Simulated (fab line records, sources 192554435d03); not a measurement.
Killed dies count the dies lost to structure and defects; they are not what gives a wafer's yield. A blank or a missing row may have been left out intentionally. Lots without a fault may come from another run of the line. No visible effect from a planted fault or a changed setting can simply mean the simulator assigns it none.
One fault through the eyes of 2 desks ; flow n5-finfet ; what lay behind the numbers comes last; until then each desk has only its own

## AT THE METROLOGY DESK
What the gauges read for every lot (on any tool): the sampled wafers with a number, averaged. If a lot's mean is further than 4 standard deviations from the usual mean, the lot is out of limits and carries the mark OUT (the distance appears in the brackets). 7 of its 12 readings are shown: the first one out of limits and those lying furthest out on some lot.
Columns: A = thk-nm at N5_BEOL_M0_SAQP_THK_MEAS_05, usual 60.0 nm; B = cd-nm at N5_BEOL_M0_SAQP_CD_MEAS_25, usual 12.79 nm; C = DIBL_N at N5_BEOL_M4_RC_MEAS_101, usual 37.1 mV/V; D = DIBL_P at N5_BEOL_M4_RC_MEAS_101, usual 37.2 mV/V; E = SS_N at N5_BEOL_M4_RC_MEAS_101, usual 71.7 mV/dec; F = SS_P at N5_BEOL_M4_RC_MEAS_101, usual 73.6 mV/dec; G = VT_P at N5_BEOL_M4_RC_MEAS_101, usual -251 mV
lot;first seen here;A;B;C;D;E;F;G
L516;day 6 04:52;60.1;12.66;35.4;36.4;71.6;73.3;-252
L517;day 6 12:16;59.8;13.08;36.2;37.0;71.5;73.4;-253
L518;day 6 18:05;60.3;12.59;36.3;37.0;71.2;73.6;-247
L520;day 6 23:00;59.6;12.67;37.8;37.3;72.0;73.7;-253
L524;day 8 02:59;59.8;12.97;36.0;38.0;71.4;74.1;-254
L529;day 9 11:55;61.1;10.24 (-11) OUT;36.9;39.4;71.5;73.8;-250
L534;day 10 15:52;59.2;12.95;36.4;35.6;71.9;72.9;-251
L535;day 10 19:38;60.7;12.94;37.7;36.6;71.9;73.6;-251
L536;day 11 04:50;59.5;12.85;39.2;37.9;72.1;74.1;-248
This desk's finding: out of limits on L529; first on L529, day 9 14:15 (cd-nm at N5_BEOL_M0_SAQP_CD_MEAS_25). L516, L517, L518, L520, L524, L534, L535, L536: within limits.

## TOOL OWNER'S DESK, ald-sin-01
The tool's own readings at N5_BEOL_M0_SAQP_SPACER1_ALD_98 (deposits SiO2, target thk 12.8 nm, pulse time 1 s, purge time 2 s): means of the sampled wafers that have a number, for each lot that ran on this tool. If a lot's mean is further than 4 standard deviations from the usual mean, the lot is out of limits and carries the mark OUT (the distance appears in the brackets).
Columns: A = heater-power-w at N5_BEOL_M0_SAQP_SPACER1_ALD_98, usual 499 W; B = precursor-pulse-height-rel at N5_BEOL_M0_SAQP_SPACER1_ALD_98, usual 1.001
lot;first seen here;A;B
L520;day 7 01:08;466;0.996
L524;day 8 05:17;436;0.991
L529;day 9 13:35;470;1.010
This desk's finding: nothing out of limits on any of the 3 lots.

## PUT TOGETHER
An alarm was possible from the metrology desk at day 9 14:15, on L529.
The tool owner's desk saw nothing out of limits.
Tool owner's desk: L529 on record, inside its limits.
Of the lots named, all ran N5_BEOL_M0_SAQP_SPACER1_ALD_98 on ald-sin-01.

## WHAT THE SIMULATOR HAD INSERTED
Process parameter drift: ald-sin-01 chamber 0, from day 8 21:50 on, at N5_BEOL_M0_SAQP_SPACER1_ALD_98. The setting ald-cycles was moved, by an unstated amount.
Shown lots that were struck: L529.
Time in hours between the start of the fault and the first out-of-limits reading at each desk: metrology desk, 16.
